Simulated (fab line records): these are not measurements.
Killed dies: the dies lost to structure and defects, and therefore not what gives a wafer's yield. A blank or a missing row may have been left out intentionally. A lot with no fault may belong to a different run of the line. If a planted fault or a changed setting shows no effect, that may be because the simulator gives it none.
Chamber matching	flow n5-finfet	N5_FIN_SAQP_HM_DEP_72 on pecvd-01: 3 sister chambers
The step deposits SiO2 from SiH4/N2O, target thk 12 nm, time 7.2 s. 3 wafers are shown with their chamber, then 10 later ones without.

== WAFERS, EACH WITH ITS CHAMBER ==
wafer	chamber	showerhead-vpp-V (V)
L089.1	0	1104
L089.4	1	1024
L091.3	2	1022

== WAFERS WITHOUT THEIR CHAMBER ==
wafer	showerhead-vpp-V (V)
L091.5	1022
L092.1	1000
L092.2	1041
L092.5	1020
L096.4	1115
L096.5	998
L096.6	1034
L097.2	1008
L097.3	1110
L097.6	1029

== WHICH CHAMBER EACH WENT THROUGH ==
wafer	from the rows above	in truth
L091.5	can't be placed: 2 or 1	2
L092.1	can't be placed: 2 or 1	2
L092.2	can't be placed: 1 or 2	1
L092.5	can't be placed: 2 or 1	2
L096.4	0	0
L096.5	can't be placed: 2 or 1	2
L096.6	can't be placed: 1 or 2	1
L097.2	can't be placed: 2 or 1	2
L097.3	0	0
L097.6	can't be placed: 1 or 2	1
Correct placement for 2 of the 10. Can't be placed from these rows: 8 (the true chamber is among the candidates in 8). Number placed wrongly: 0.
How it was worked out, from the rows above alone: a wafer's distance from a chamber is the root of the sum, over the readings, of the square of ((its reading less the chamber's mean) divided by the reading's scatter). The wafer belongs to the nearest chamber; if the next one is less than 2 further off, it can't be placed. A chamber's mean is the mean of its shown wafers. The scatter: root of mean squared gap, hidden wafer to nearest shown wafer, with one shown wafer a chamber.
